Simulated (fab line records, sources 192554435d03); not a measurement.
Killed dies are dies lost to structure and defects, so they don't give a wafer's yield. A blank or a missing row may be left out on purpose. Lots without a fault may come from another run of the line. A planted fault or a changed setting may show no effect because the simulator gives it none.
fab line records | flow n5_finfet
record lots=4 wafers=11 last_day=17
route steps=1938 shown BEOL_M4@1055 PASSIVATION@1936
lots that met no fault: from a run of the same line without faults
start_h: hours from the record's first day to the start of the lot's first wafer shown | wait_h: hours since the lot's step before | " the same as in the row above | L1.1+2: a row that stands for several wafers | - no value, or no start given | * or withheld: withheld | < > ~ a bound
route shown NAME@n: a module of which the file shows steps, and the number in the route of the first | usual: mean/standard deviation of fault-free wafers | same: alike in all rows | chamber/n: place in a boat | sites: the reading at each site | _std_site: their standard deviation | _edge_site: outer sites' mean less inner sites' | radius_mm: how far each site lies from the wafer's centre | mask NAME#n: copy n | behind: the tool/chamber that last shaped the wafer | hold: why the lot was held/for how many hours/how that ended | device: the transistor (n, p or np) that didn't switch | end of line: the same wafers' tests at the end of the route | a step without rows: its recipe alone | killed: dies lost to structure and defects at the first sort, not the wafer's yield | map: a wafer's dies, x killed, . not, _ none there
set.NAME: the setting as run; set.NAME@STEP: as run at that earlier step | model.NAME: the simulator's own value behind a step, which no gauge read
lots at some steps of the route; a table a step, a row a wafer
services: from which hour (start_h, from the record's first day; less than 0 if before it) a tool's chamber was out of use, for how many hours, and why
## steps
# step N5_BEOL_M4_DEVELOP_27
# recipe develop_time_s=30 developer=TMAH resist=CAR-EUV rinse_liquid=surfactant_rinse dry=air_spin dev_temp_c=23
# step N5_BEOL_M4_DESCUM_33
# recipe chemistry=O2 time_s=7 source_power_w=50 bias_power_w=20 pressure_mtorr=20 rf_frequency_hz=2.712e+07 temp_c=40 resist=CAR-EUV o2_flow_sccm=225
# step N5_BEOL_M4_ETCH_77
# recipe chemistry=N2/H2 target=underlayer target_depth_a=65 mask_material=CAR-EUV time_s=5.2 ion_energy_ev=200 pressure_mtorr=30 source_w=840 bias_w=150 n2_flow_sccm=200 h2_flow_sccm=200 ends=cleared
# step N5_BEOL_M4_ETCH_69
# recipe chemistry=CF4 target=SiARC target_depth_a=156 mask_material=CAR-EUV time_s=26 ion_energy_ev=80 pressure_mtorr=40 source_w=545 bias_w=36 Ar_flow_sccm=100 cf4_flow_sccm=100 ends=cleared
# step N5_BEOL_M4_ALD_98
# recipe material=SiO2 target_thk_a=25 temp_c=100 ald_precursor_family=BDEAS ald_co_reactant=O2-plasma pulse_time_s=1 co_reactant_pulse_time_s=1 purge_time_s=2 co_reactant_purge_time_s=2 ald_cycles=17 pressure_torr=2
# step N5_BEOL_M4_ETCHBACK_99
# recipe chemistry=CHF3 target=SiO2 target_depth_a=50 time_s=10.4 source_w=215 bias_w=47 Ar_flow_sccm=200 CHF3_flow_sccm=12 ion_energy_ev=100 pressure_mtorr=30
# step N5_BEOL_M4_ETCH_70
# recipe chemistry=N2/H2 target=SOC target_depth_a=800 overetch_a=240 mask_material=SiARC temp_c=40 time_s=130 ion_energy_ev=200 pressure_mtorr=30 source_w=840 bias_w=150 n2_flow_sccm=200 h2_flow_sccm=200
# step N5_BEOL_M4_STRIP_71
# recipe chemistry=N2/H2 temp_c=40 n2_flow_sccm=200 h2_flow_sccm=200 rf_frequency_hz=6e+07
# step N5_BEOL_M4_STRIP_78
# recipe chemistry=N2/H2 temp_c=40 n2_flow_sccm=200 h2_flow_sccm=200 rf_frequency_hz=6e+07
# step N5_BEOL_M4_VIA_ETCH_34
# recipe chemistry=C4F6/O2 target_depth_a=694 mask_material=SOC pressure_mtorr=15 ion_energy_ev=250 taper_deg=4 time_s=65.9 source_w=350 bias_w=170 Ar_flow_sccm=300 C4F6_flow_sccm=10 O2_flow_sccm=10
# usual O2_flow_sccm=10.00/0.03 drypump_motor_current_A=5.7/0.44 oes_product_au=0.84/0.057 rf_vpp_V=666/14 showerhead_plenum_p_Torr=2.88/0.081 throttle_valve_pct=30.7/0.36
# columns lot.wafer tool chamber start_h wait_h O2_flow_sccm drypump_motor_current_A oes_product_au rf_hours_counter_h rf_vpp_V showerhead_plenum_p_Torr throttle_valve_pct
L993.2 rie_diel-06 1 167.54 0.0 10.01 6.1 0.80 102 664 2.75 30.6
L993.5 " 0 " " 9.98 6.1 0.85 - 683 2.99 30.3
L996.2 rie_diel-02 2 198.50 0.0 10.00 5.6 0.68 251 671 2.80 30.9
L996.3 " 0 " " 9.96 6.4 0.92 33 661 2.80 31.3
L996.4 " 2 " " 10.03 5.6 0.67 - 669 2.80 30.9
L110.1 rie_diel-06 3 276.25 0.0 10.01 5.8 0.81 107 667 2.98 30.6
L110.2 " 0 " " 10.00 6.1 0.80 90 682 2.97 30.3
L110.6 " 1 " " 10.00 6.1 0.75 - 661 2.73 30.6
L112.1 rie_diel-06 1 296.15 0.0 10.04 6.1 0.75 142 662 2.73 30.6
L112.2 " 2 " " 9.98 5.1 0.82 70 665 2.88 30.3
L112.3 " 0 " " 9.93 6.1 0.80 96 681 2.97 30.3
# step N5_BEOL_M4_STRIP_83
# recipe chemistry=C4F6/O2 resist=SiARC rf_frequency_hz=6e+07
# step N5_BEOL_M4_STRIP_36
# recipe chemistry=N2/H2 power_w=450 temp_c=40 pressure_mtorr=20 rf_frequency_hz=6e+07 overash_fraction=0.3 bias_power_w=7 h2_frac=0.5 n2_flow_sccm=200 h2_flow_sccm=200
# step N5_BEOL_M4_TRENCH_ETCH_37
# recipe chemistry=C4F6/O2 target_depth_a=555.55 target=SiOC time_s=29.2 ion_energy_ev=250 pressure_mtorr=30 source_w=355 bias_w=185 Ar_flow_sccm=300 C4F6_flow_sccm=10 O2_flow_sccm=10
# step N5_BEOL_M4_ETCH_41
# recipe chemistry=CH3F/O2 target=SiCN target_depth_a=299 taper_deg=2 time_s=52.5 ion_energy_ev=120 mask_material=TiN pressure_mtorr=30 source_w=395 bias_w=75 Ar_flow_sccm=150 CH3F_flow_sccm=30 O2_flow_sccm=20
# step N5_BEOL_M4_STRIP_97
# recipe chemistry=N2/H2 time_s=10 power_w=450 temp_c=40 pressure_mtorr=20 rf_frequency_hz=6e+07 bias_power_w=7 n2_flow_sccm=200 h2_flow_sccm=200
# step N5_BEOL_M4_HM_STRIP_39
# recipe chemistry=peroxide_tin_strip material=TiN target_depth_a=250 temp_c=50 time_s=158
# step N5_BEOL_M4_SRD_40
# recipe time_s=30 temp_c=23 rinse_liquid=diw dry=ipa_marangoni
# step N5_BEOL_M4_PRECLEAN_42
# recipe chemistry=residue_remover time_s=60 temp_c=40
# step N5_BEOL_M4_SRD_43
# recipe time_s=30 temp_c=23 rinse_liquid=diw dry=ipa_marangoni
# step N5_BEOL_M4_DEGAS_44
# recipe ambient=vacuum temp_c=250 time_s=60
# step N5_BEOL_M4_PRE_CLEAN_45
# recipe gas=H2/He time_s=30 temp_c=250
# step N5_BEOL_M4_ALD_84
# recipe material=TaN target_thk_a=* temp_c=275 ald_precursor_family=PDMAT ald_co_reactant=NH3 pressure_torr=3 carrier_flow_sccm=1500 pulse_time_s=2 purge_time_s=3 co_reactant_purge_time_s=2 co_reactant_pulse_time_s=3 ald_cycles=30 precursor_vessel_temp_c=75 precursor_vessel_pressure_torr=26.25 precursor_vessel_carrier_sccm=1000
# step N5_BEOL_M4_SURFACE_TREAT_85
# recipe gas=Ar time_s=* ion_energy_ev=* ion_current_ma_cm2=0.5 pressure_mtorr=* ar_flow_sccm=30
# step N5_BEOL_M4_CVD_47
# recipe material=Co target_thk_a=30 temp_c=withheld precursor=CCTBA/H2 pressure_torr=30 time_s=223.8
# step N5_BEOL_M4_SPUTTER_48
# recipe material=Cu target_thk_a=45 temp_c=-20 chamber_pressure_pa=0.07 power_w=withheld time_s=8.29
# step N5_BEOL_M4_ANNEAL_49
# recipe temp_c=400 time_s=240 ambient=vacuum
# step N5_BEOL_M4_SPUTTER_79
# recipe material=Cu target_thk_a=45 temp_c=-20 chamber_pressure_pa=0.07 power_w=withheld time_s=8.29
# step N5_BEOL_M4_ANNEAL_80
# recipe temp_c=400 time_s=240 ambient=vacuum
# step N5_BEOL_M4_SPUTTER_81
# recipe material=Cu target_thk_a=45 temp_c=-20 chamber_pressure_pa=0.07 power_w=withheld time_s=8.29
# step N5_BEOL_M4_ANNEAL_82
# recipe temp_c=400 time_s=240 ambient=vacuum
# step N5_BEOL_M4_SPUTTER_86
# recipe material=Cu target_thk_a=45 temp_c=-20 chamber_pressure_pa=0.07 power_w=withheld time_s=8.29
# step N5_BEOL_M4_ANNEAL_87
# recipe temp_c=400 time_s=240 ambient=vacuum
# step N5_BEOL_M4_SPUTTER_88
# recipe material=Cu target_thk_a=45 temp_c=-20 chamber_pressure_pa=0.07 power_w=withheld time_s=8.29
# step N5_BEOL_M4_ANNEAL_89
# recipe temp_c=400 time_s=240 ambient=vacuum
# step N5_BEOL_M4_SPUTTER_90
# recipe material=Cu target_thk_a=45 temp_c=-20 chamber_pressure_pa=0.07 power_w=withheld time_s=8.29
# step N5_BEOL_M4_ANNEAL_91
# recipe temp_c=400 time_s=240 ambient=vacuum
# step N5_BEOL_M4_SPUTTER_92
# recipe material=Cu target_thk_a=45 temp_c=-20 chamber_pressure_pa=0.07 power_w=withheld time_s=8.29
# step N5_PASSIVATION_PROBE_49
# usual defect_limited_yield=91.2/1.5 killed_at_M0_to_M3=36/10 killed_at_M4_up=13/6 killed_at_contacts=11/5.2 killed_at_front_end=40/11 killed_at_other=3.1/2.9 killed_dies=104/17 killed_open=66/12 killed_short=34/7.7 sort_bin_5_function=5.1/0.91 sort_bin_6_memory=3.2/0.67 sort_n_pass=1076/17 sort_yield_pct=91.2/1.5
# same gross_dies=1180 killed_at_back_side=0 sort_bin_4_leakage[%]=0 sort_bin_8_speed[%]=0
# columns lot.wafer tool chamber start_h wait_h defect_limited_yield[%] killed_at_M0_to_M3 killed_at_M4_up killed_at_contacts killed_at_front_end killed_at_other killed_dies killed_open killed_short sort_bin_5_function[%] sort_bin_6_memory[%] sort_n_pass sort_yield_pct[%]
L110.2 prober-02 - 389.71 0.1 83.6 18 122 8 42 4 194 60 43 11.3 3.5 986 83.6
L112.3 prober-02 - 403.12 0.1 81.9 38 128 7 40 1 214 78 31 11.1 4.9 966 81.9
# killed by level:class
L110.2 BEOL_M4:unspecified=91 BEOL_M4:geometric_particle:open=10 FIN_SAQP:geometric_particle:short=8 STI_FIN_REVEAL:geometric_particle:short=7 BEOL_M2:geometric_particle:open=6 FIN_SAQP:geometric_particle:open=5 MOL_CONTACT_COAG:geometric_particle:open=5 BEOL_M3:geometric_particle:open=5
L112.3 BEOL_M4:unspecified=95 BEOL_M4:geometric_particle:open=16 BEOL_M3:geometric_particle:open=10 HKMG_FIN:area_etch=10 FIN_SAQP:geometric_particle:open=9 BEOL_M0_SAQP:geometric_particle:short=8 BEOL_M0_SAQP:geometric_particle:open=7 BEOL_M4:geometric_particle:short=6
# map L110.2 (x killed, . not)
_________________.x.x........________________
______________...x.....x....x..._____________
___________.......x.........x...x..__________
__________...........x.............x_________
________.......x......................_______
_______............xx..............x..x______
______.......x.........................._____
_____......x..x..........................____
____.....x..........................x.....___
___x......x.....x.x.....x............x.....__
___.................x.....x...............x__
__..xx.xx..x....x....................x.x.x.._
__...x.xxx.x.xx..............x......x......._
_..xxxxxxxxx............x..............x.....
_.xxxxxxxxx.x..x.............................
_..xxxxxxxxxxx.x..............x........x.....
_.x..xxxxxxxxx......xx........x.........xx.x.
_x..xxxxxxxxx........x...x...x...............
_..xxxxxxxxxxx..........x.......x............
_x.xxxxxxxxxx.xxx.....x.x........x...x......x
_...xxxxxxx...........x.....xx...............
__...x.xxx......................x........x.._
__.....xx.x.............x.....x.........x.x._
___.x...................x.....xx..........x__
___..........................x.............__
____.........................x............___
_____.........x.....x....................____
______x.....x..........................._____
_______..............x.................______
________.x.........xx.....x.......x..._______
__________...............x.........._________
___________.........x.x...x........__________
______________x.x........x....x._____________
_________________x...x.......________________
# map L112.3 (x killed, . not)
_________________...x........________________
______________..x..............x_____________
___________x..x........x..x........__________
__________.......................x.._________
________.x........x..........x.x......_______
_______................x...............______
______..x..x.....xx...x.........x...x..._____
_____........x.....................x....x____
____..................x...............x...___
___.........x..............................__
___.......x.x.x................x...........__
__................x........................._
__...xxxxx...xx.......xx...................._
_.xxxx.xxxxx.xx.............................x
_x.xxxxxxxx.x.........x....x.................
_..xxxxxxxxxxx.x........x.................x..
_xxx.xxxxxxxx....x...x.........x..........x..
_.xxxxxxxxxxxxx...x............x.............
_.x.xxxxxxxxxx.....x.x...........xx..........
_xx.xxxxxxx.xx..........................x....
_.x.xxxxx.xxx.....x..x......x.......x........
__....xx..x.xxx..x.......x.....x............_
__.x..x..x........................xx........_
___...x.......x................xx...x......__
___.x.x...................x..x.........x.xx__
____.x.................x........x.........___
_____...x.......x........................____
______......x....x...........x......x..x_____
_______.............xx.xxx...........x.______
________x....x...........x...........x_______
__________...........x.x.....x.....x_________
___________...............x.xx...x.__________
______________...xxx.......xxx.._____________
_________________.xx....x.xxx________________
## services
# columns tool chamber start_h hours kind
rie_diel-02 2 177.14 9.3 repair
rie_diel-02 1 178.63 14.1 repair
rie_diel-02 1 193.11 - clean
rie_diel-02 1 193.11 - consumable_replace:focus_ring
rie_diel-02 1 193.11 25.0 scheduled_down
rie_diel-02 1 193.11 25.0 vent_cycle
rie_diel-02 2 220.79 6.6 repair
rie_diel-02 3 222.10 1.4 repair
rie_diel-02 2 227.67 - clean
rie_diel-02 2 227.67 - consumable_replace:focus_ring
rie_diel-02 2 227.67 19.5 scheduled_down
rie_diel-02 2 227.67 19.5 vent_cycle
## key
first_sign step=N5_PASSIVATION_PROBE_49 reading=killed_at_M4_up direction=up sigmas=18 usual=13 struck=125
effect step=N5_PASSIVATION_PROBE_49 reading=defect_limited_yield direction=down sigmas=5.8 usual=91.2 struck=82.7
more_kills_born_at N5_BEOL_M4_VIA_ETCH_34@rie_diel-06=186
met_at N5_BEOL_M4_VIA_ETCH_34
struck_wafers L110.2,L112.3
baseline_loss step=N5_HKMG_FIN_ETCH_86 wafers=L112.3
onset_between 167.54 276.25
fault kind=chamber_particle_source tool=rie_diel-06 chamber=0 onset_h=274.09 steps=N5_BEOL_M4_VIA_ETCH_34 rate_per_visit_cm2=0.49632 end_h=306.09
# baseline_loss: these wafers lose ten dies or more at that step, a loss of the line's own and not of a fault; the sort's usual values leave them out
